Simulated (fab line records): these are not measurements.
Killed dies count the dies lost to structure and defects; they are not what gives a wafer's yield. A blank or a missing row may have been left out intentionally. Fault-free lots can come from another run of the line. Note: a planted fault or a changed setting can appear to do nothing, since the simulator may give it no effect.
Split-lot experiment	flow n5Finfet	21 wafers read from 7 lots, route of 1938 steps

== SPLIT DETAILS ==
At N5_BEOL_M6_COAT_71 (time 60 s, resist thk 5 nm), the setting spinRpm was moved away from the recipe's 1500 rpm on 8 of the 21 wafers read, by -9.9% to +11.0%. The other wafers ran this setting at the recipe's value.

== FROM THE SPLIT TO THE READING: what the file shows between them, 3 steps ==
- N5_BEOL_M6_COAT_22: resist thk 30 nm
- N5_BEOL_M6_EBR_24
- N5_BEOL_M6_DESCUM_33: chemistry O2, time 7 s

== THE READING ==
etch.depthNm (the simulator's own value, which no gauge read), in nm, at N5_BEOL_M6_ETCH_72 (etches underlayer in N2/H2, target depth 6.5 nm, time 5.2 s). No usual value for it is given in the file. Here, 13 wafers ran the recipe; their average is 5.012 nm with a standard deviation of 0.0067 nm.

wafer	tool, chamber at the split	spinRpm as run, rpm	against the recipe	etch.depthNm, nm	against lot-mates on the recipe
L074.4	lithoTrack-02, 0	1500	recipe	5.017	-
L074.5	lithoTrack-02, 0	1500	recipe	5.021	-
L074.6	lithoTrack-02, 0	1500	recipe	5.014	-
L075.2	lithoTrack-05, 0	1584	+5.6%	4.852	-0.151
L075.3	lithoTrack-05, 0	1584	+5.6%	4.856	-0.147
L075.6	lithoTrack-05, 0	1500	recipe	5.003	-
L078.2	lithoTrack-05, 0	1500	recipe	5.017	-
L078.4	lithoTrack-05, 0	1665	+11.0%	4.746	-0.271
L078.6	lithoTrack-05, 0	1665	+11.0%	4.758	-0.259
L080.1	lithoTrack-04, 0	1624	+8.3%	4.8	-0.203
L080.4	lithoTrack-04, 0	1500	recipe	5.003	-
L080.5	lithoTrack-04, 0	1624	+8.3%	4.79	-0.213
L084.3	lithoTrack-05, 0	1500	recipe	5.012	-
L084.4	lithoTrack-05, 0	1500	recipe	5.007	-
L084.5	lithoTrack-05, 0	1500	recipe	5.02	-
L088.1	lithoTrack-05, 0	1351	-9.9%	5.266	+0.258
L088.3	lithoTrack-05, 0	1500	recipe	5.001	-
L088.4	lithoTrack-05, 0	1500	recipe	5.016	-
L096.1	lithoTrack-04, 0	1500	recipe	5.018	-
L096.2	lithoTrack-04, 0	1500	recipe	5.008	-
L096.6	lithoTrack-04, 0	1654	+10.3%	4.773	-0.240

THE FIT
A straight line over all 21 wafers: etch.depthNm changes by -0.0248 nm for each +1% of spinRpm; r = -1.00; the points scatter about the line by 0.011 nm.
The same after taking each lot's own level away (the mean of its wafers on the recipe; 21 wafers): -0.0248 nm for each +1%; r = -1.00; scatter 0.0075 nm.
The reading moves by 0.27 nm for the largest change in spinRpm, on that fit.
Across the lots, their own levels run from 5.0030 to 5.0173 nm, a range of 2.2 times the standard deviation given above.
Consequently the slope shifts little with the lot-to-lot level, the two slopes agreeing.
Check: with one of the wafers moved furthest among these (+11.0%) left out of the fit, the line predicts -0.272 nm for it against its lot-mates. Against them it came out at -0.271 nm.

== OTHER SPLITS APPLIED TO THESE WAFERS ==
Other splits were also applied to these wafers ahead of the reading. Each is held against what the fit with the lots' levels taken away leaves over:
other split on the same wafers	wafers away from the commonest value	r with etch.depthNm (lot level and that fit taken away)
N5_BEOL_M4_EXPOSE_08 doseMj	5	-0.06
N5_BEOL_M4_DESCUM_33 timeS	10	-0.16
N5_BEOL_M4_TRENCH_ETCH_37 sourceW	7	+0.03
N5_BEOL_M5_COAT_71 spinRpm	7	-0.21
N5_BEOL_M5_DESCUM_16 timeS	8	+0.46

== THE WHOLE CHAIN: every reading that the file lists as answering this split, in the file's order ==
step	what it does	reading	change (the file's fit)	r (the file's)
N5_BEOL_M6_ETCH_72	etches underlayer in N2/H2, target depth 6.5 nm, time 5.2 s	etchRfOnTimeS	withheld for each +1% of the setting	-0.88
N5_BEOL_M6_ETCH_72	etches underlayer in N2/H2, target depth 6.5 nm, time 5.2 s	etch.depthNm (the simulator's own value, which no gauge read)	-0.0247 nm for each +1% of the setting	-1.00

== FILE'S OWN FIT ==
etch.depthNm changes by -0.0247 nm for each +1% of spinRpm, r = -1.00.
